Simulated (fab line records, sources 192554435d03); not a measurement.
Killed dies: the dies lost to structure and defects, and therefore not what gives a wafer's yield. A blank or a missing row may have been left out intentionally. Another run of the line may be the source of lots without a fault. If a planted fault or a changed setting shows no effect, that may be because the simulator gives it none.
A lot that was struck, set against a sound lot	flow n5 finfet	16 steps out of a route of 1938
Sound: the wafers L627.3, L627.4, L627.6. Struck: wafer L636.5. (L636.6 of the same lot was not struck and is left out.) The cause comes at the end.
Each step with rows lists, per side, the tool, then ch with its chambers, then its first start. Under that, the readings that differ: sound wafers	struck wafers	difference of the means	sigmas: that difference in standard deviations of wafers without a fault.
alike: same words and numbers on both sides, and readings whose means sit less than 2 such deviations apart. not compared: any withheld reading, any reading some wafer has no value for, any bound like >300 that may hide the same value, and any number with overlapping values for which the record gives no deviation.
The two part at a step that has a row with sigmas, a row that says differs or no value, or rows on one side only. Numbers that don't overlap but have no deviation are shown without sigmas and don't part them. Lack of a reading on every wafer of one side parts them only where that side has two or more wafers.

first, 2 steps without rows for these wafers: N5_BEOL_M14_TRENCH_ETCH_34 (etches SiO2 in C4F8/O2/Ar, target depth 556.65 nm, time 126.9 s); N5_BEOL_M14_STRIP_70 (strips in C4F8/O2/Ar).
N5_BEOL_M14_OCD_MEAS_35:
  struck on ocd-01, day 14 14:13; sound on ocd-01, day 12 15:24
  alike: trench depth nm
then, 1 step without rows for these wafers: N5_BEOL_M14_STRIP_37 (strips in O2).
N5_BEOL_M14_ETCH_38: etches SiCN in CF4/N2, target depth 106.5 nm, time 120.6 s.
  sound: rie diel-01 ch 0,1,2; struck: rie diel-05 ch 1
  alike: drypump motor current A, oes product au, rf vpp V, showerhead plenum p Torr, throttle valve pct
  not compared: rf hours counter h
then, 2 steps without rows for these wafers: N5_BEOL_M14_PRECLEAN_39 (cleans in residue remover, time 60 s); N5_BEOL_M14_SRD_40 (time 30 s, dry time 30 s).
N5_BEOL_M14_DEGAS_41: time 60 s.
  struck on pvd sputter-01, day 14 16:45; sound on pvd sputter-03, day 12 17:10
  alike: heater power w
N5_BEOL_M14_PRE_CLEAN_42: time 30 s.
  struck on pvd sputter-01, day 14 16:47; sound on pvd sputter-03, day 12 17:12
  alike: heater power w
then, 1 step without rows for these wafers: N5_BEOL_M14_SPUTTER_43 (material TaN, target thk 15 nm, time 24.19 s).
N5_BEOL_M14_SPUTTER_44: material Ta, target thk 15 nm, time 24.19 s.
  struck on pvd sputter-01, day 14 16:56; sound on pvd sputter-03, day 12 17:19
  alike: throttle valve pct
then, 1 step without rows for these wafers: N5_BEOL_M14_SPUTTER_45 (material Cu, target thk 100 nm, time 16.67 s).
N5_BEOL_M14_ECD_47: material Cu, target thk 1248 nm.
  sound on ecd cu-02 ch 0,1, day 12 17:34; struck on ecd cu-02 ch 1, day 14 17:12
reading	sound	struck	difference	sigmas
model.Cu_of_BEOL_M14_ECD_47.thk nm (nm)	1243 1260 1262	973.6	-281.4	
N5_BEOL_M14_ANNEAL_48: time 90 s.
  sound on rtp anneal-01 ch 0, day 12 19:10; struck on rtp anneal-02 ch 0, day 14 17:34
  alike: wafer_temp_C_max
N5_BEOL_M14_CMP_49: polishes, stops on SiO2, t overpolish 5.2 s, target thk 560 nm.
  sound on cmp-04 ch 0,1,2, day 12 19:34; struck on cmp-04 ch 0, day 14 18:14
reading	sound	struck	difference	sigmas
time to endpoint s (s)	127 129 130	95	-34	-9
  alike: clearing platen down force psi, motor current A
  not compared: pad life wafers
N5_BEOL_M14_THK_MEAS_50: measures by xrf.
  struck on film metro-01, day 14 18:23; sound on film metro-01, day 12 19:51
  alike: M14_THK

WHERE THEY PART
Only at N5_BEOL_M14_CMP_49, as far as this record shows. Later steps at which nothing parts them and some readings are alike: N5_BEOL_M14_THK_MEAS_50.

WHY: the cause the simulator had injected
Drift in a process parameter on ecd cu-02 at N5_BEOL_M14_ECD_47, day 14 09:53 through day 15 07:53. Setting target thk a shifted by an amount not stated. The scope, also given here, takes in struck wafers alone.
